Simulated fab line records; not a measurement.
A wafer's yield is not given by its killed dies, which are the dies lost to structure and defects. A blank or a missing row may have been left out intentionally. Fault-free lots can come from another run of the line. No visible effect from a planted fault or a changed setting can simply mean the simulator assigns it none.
A single fault, viewed from 2 desks | flow n5 finfet | numbers are kept per desk, each desk with only its own; the story behind them comes last

== METROLOGY DESK ==
Means of the sampled wafers that have a number, per lot and without regard to the tool the lot ran on: this is what the gauges read. A lot is out of limits, marked OUT, if its mean lies more than 4 standard deviations from the usual mean; the brackets give that distance. It has 10 readings; the 7 that lie furthest out on some lot are the ones shown.
Columns: A = DIBL_P at N5_BEOL_M4_RC_MEAS_101, usual 36.2 mV/V; B = IOFF_N at N5_BEOL_M4_RC_MEAS_101, usual 0.16 nA/um; C = IOFF_P at N5_BEOL_M4_RC_MEAS_101, usual 0.21 nA/um; D = ION_N at N5_BEOL_M4_RC_MEAS_101, usual 673 uA/um; E = SS_N at N5_BEOL_M4_RC_MEAS_101, usual 71.6 mV/dec; F = VT_N at N5_BEOL_M4_RC_MEAS_101, usual 251 mV; G = VT_P at N5_BEOL_M4_RC_MEAS_101, usual -251 mV
lot  | first seen here | A    | B    | C    | D   | E    | F   | G
L885 | day 7 13:00     | 34.5 | 0.15 | 0.21 | 680 | 72.0 | 251 | -251
L886 | day 7 15:59     | 36.8 | 0.15 | 0.22 | 675 | 71.2 | 252 | -253
L892 | day 9 13:11     | 34.8 | 0.13 | 0.17 | 662 | 71.3 | 254 | -254
L902 | day 11 13:49    | 34.5 | 0.15 | 0.20 | 665 | 71.4 | 253 | -252
L900 | day 11 16:39    | 34.0 | 0.14 | 0.18 | 659 | 71.2 | 252 | -251
L905 | day 12 09:29    | 36.0 | 0.14 | 0.16 | 671 | 71.3 | 252 | -259
L906 | day 12 17:08    | 36.3 | 0.16 | 0.20 | 678 | 71.4 | 250 | -254
L907 | day 13 07:39    | 35.4 | 0.13 | 0.17 | 663 | 71.1 | 253 | -254
L908 | day 13 10:01    | 40.4 | 0.22 | 0.27 | 697 | 72.5 | 245 | -248
This desk found nothing out of limits on any of the 9 lots.

== FOR THE TOOL OWNER'S DESK: rie diel-01 ==
The tool's own readings at N5_BEOL_M3_VIA_ETCH_34 (etches the open film in C4F6/O2, target depth 69.4 nm, time 65.9 s): means of the sampled wafers that have a number, for each lot that ran on this tool. A lot is out of limits, marked OUT, if its mean lies more than 4 standard deviations from the usual mean; the brackets give that distance.
Columns: A = bias w at N5_BEOL_M3_VIA_ETCH_34, usual 170.0 W; B = chamber pressure mTorr at N5_BEOL_M3_VIA_ETCH_34, usual 14.999 mTorr; C = drypump motor current A at N5_BEOL_M3_VIA_ETCH_34, usual 5.7 A; D = oes product au at N5_BEOL_M3_VIA_ETCH_34, usual 0.78 a.u.; E = rf vpp V at N5_BEOL_M3_VIA_ETCH_34, usual 663 V; F = showerhead plenum p Torr at N5_BEOL_M3_VIA_ETCH_34, usual 2.83 Torr; G = throttle valve pct at N5_BEOL_M3_VIA_ETCH_34, usual 30.63 %
lot  | first seen here | A               | B      | C   | D    | E              | F    | G
L902 | day 10 21:47    | 169.8           | 15.008 | 5.2 | 0.73 | 649            | 2.76 | 30.88
L900 | day 11 04:26    | 188.2 (+34) OUT | 15.008 | 5.6 | 0.80 | 724 (+4.3) OUT | 2.82 | 30.87
L905 | day 11 20:03    | 187.9 (+33) OUT | 14.997 | 5.2 | 0.79 | 714            | 2.73 | 30.91
This desk's finding: out of limits on L900, L905; first on L900, day 11 04:26 (bias w at N5_BEOL_M3_VIA_ETCH_34). Within limits: L902.

== BROUGHT TOGETHER ==
The tool owner's desk could have raised an alarm at day 11 04:26, on L900, L905.
Metrology desk: nothing out of limits seen.
The metrology desk has L900, L905 on record, within its limits.
N5_BEOL_M3_VIA_ETCH_34 was run on rie diel-01 by each of the lots named.

== WHAT THE SIMULATOR PUT IN ==
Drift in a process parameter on rie diel-01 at N5_BEOL_M3_VIA_ETCH_34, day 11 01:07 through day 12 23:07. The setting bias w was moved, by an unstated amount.
Struck lots among those shown: L900, L905.
How many hours passed from the start of the fault until each desk's first out-of-limits reading: the tool owner's desk, 3.
